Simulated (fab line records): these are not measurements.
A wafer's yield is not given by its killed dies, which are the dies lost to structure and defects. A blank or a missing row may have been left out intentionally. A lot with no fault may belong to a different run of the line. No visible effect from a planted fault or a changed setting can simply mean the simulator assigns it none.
A lot that was struck, set against a sound lot	flow nand harc	14 steps out of a route of 1302
Sound: these wafers, L129.3, L129.5, L129.6. Struck: wafer L139.2. (L139.3, L139.6 of the same lot were not struck and are left out.) The cause comes at the end.
Order at every step that has rows: each side's tool, ch and its chambers, its first start. Under that, the readings that differ: sound wafers	struck wafers	difference of the means	sigmas: that difference in standard deviations of wafers without a fault.
alike: same words and numbers on both sides, and readings whose means sit less than 2 such deviations apart. not compared: any withheld reading, any reading some wafer has no value for, any bound like >300 that may hide the same value, and any number with overlapping values for which the record gives no deviation.
Wherever a step has rows on one side only, a row that says differs or no value, or a row with sigmas, the two part there. Numbers that have no deviation but don't overlap get no sigmas and don't part them. A reading missing from all wafers of one side parts the sides only when that side holds two or more wafers.

first, 5 steps without rows for these wafers: NHARC_P_GATE_SOFTBAKE_21 (time 55 s); NHARC_P_GATE_EBR_22; NHARC_P_GATE_EXPOSE_23 (exposes mask P GATE, target cd 120 nm); NHARC_P_GATE_PEB_24 (peb time 65 s); NHARC_P_GATE_DEVELOP_25 (develop time 35 s).
NHARC_P_GATE_CD_MEAS_26: the cd target is 120 nm.
  sound on cd sem-03 ch 0, day 8 08:11; struck on cd sem-02 ch 0, day 12 11:44
  alike: cd nm
NHARC_P_GATE_OVL_MEAS_27:
  struck on overlay-01, day 12 11:49; sound on overlay-01, day 8 08:16
  alike: overlay x nm, overlay y nm
NHARC_P_GATE_INSPECT_28:
  struck on defect inspect-01, day 12 11:52; sound on defect inspect-02, day 8 08:19
  alike: raw defect count
NHARC_P_GATE_DESCUM_31: chemistry O2, time 3 s.
  sound on rie diel-02 ch 0,3, day 8 08:22; struck on rie diel-06 ch 0, day 12 11:55
reading	sound	struck	difference	sigmas
drypump motor current A (A)	5.8 5.8 5.7	6.6	+0.8	+2
rf vpp V (V)	57.7 59.3 58.5	56.7	-1.8	-2
showerhead plenum p Torr (Torr)	1.96 1.96 2.03	1.80	-0.18	-2
  alike: oes product au, throttle valve pct
  not compared: rf hours counter h
NHARC_P_GATE_ETCH_104: etches the open film in CF4/CHF3, target depth 60 nm.
  sound on rie diel-02 ch 1,2, day 8 08:28; struck on rie diel-06 ch 3, day 12 12:01
  alike: drypump motor current A, oes product au, rf fwd power W, rf vpp V, showerhead plenum p Torr, throttle valve pct
NHARC_P_GATE_HM_OPEN_105: chemistry O2/COS, target depth 360 nm.
  sound on rie diel-02 ch 1,2,3; struck on rie diel-06 ch 3
  alike: drypump motor current A, oes product au, rf fwd power W, rf vpp V, showerhead plenum p Torr, throttle valve pct
  not compared: rf hours counter h
then, 1 step without rows for these wafers: NHARC_P_GATE_STRIP_106 (strips in O2/COS).
NHARC_P_GATE_ETCH_114: etches the open film in CF4/O2, target depth 30 nm, overetch 3 nm, time 16.5 s.
  sound on rie diel-02 ch 1,2,3, day 8 08:00; struck on rie diel-06 ch 2, day 12 12:00
reading	sound	struck	difference	sigmas
oes product au (a.u.)	0.988 0.989 0.987	0.905	-0.083	-8
throttle valve pct (%)	13.394 13.412 13.384	13.417	+0.020	+3
  alike: drypump motor current A, rf fwd power W, rf vpp V, showerhead plenum p Torr
  not compared: rf hours counter h
NHARC_P_GATE_ETCH_32: etches the open film in HBr/Cl2, target depth 150 nm, time 100.1 s.
  sound on rie si-03 ch 1,2,3, day 8 08:52; struck on rie si-02 ch 1, day 12 12:24
  alike: drypump motor current A, hbr flow sccm, oes product au, rf fwd power W, throttle valve pct
  not compared: rf hours counter h

== WHERE THEY PART ==
First at NHARC_P_GATE_DESCUM_31; last, within this record, at NHARC_P_GATE_ETCH_114. Later steps at which nothing parts them and some readings are alike: NHARC_P_GATE_ETCH_32.

WHY: what had been put in by the simulator
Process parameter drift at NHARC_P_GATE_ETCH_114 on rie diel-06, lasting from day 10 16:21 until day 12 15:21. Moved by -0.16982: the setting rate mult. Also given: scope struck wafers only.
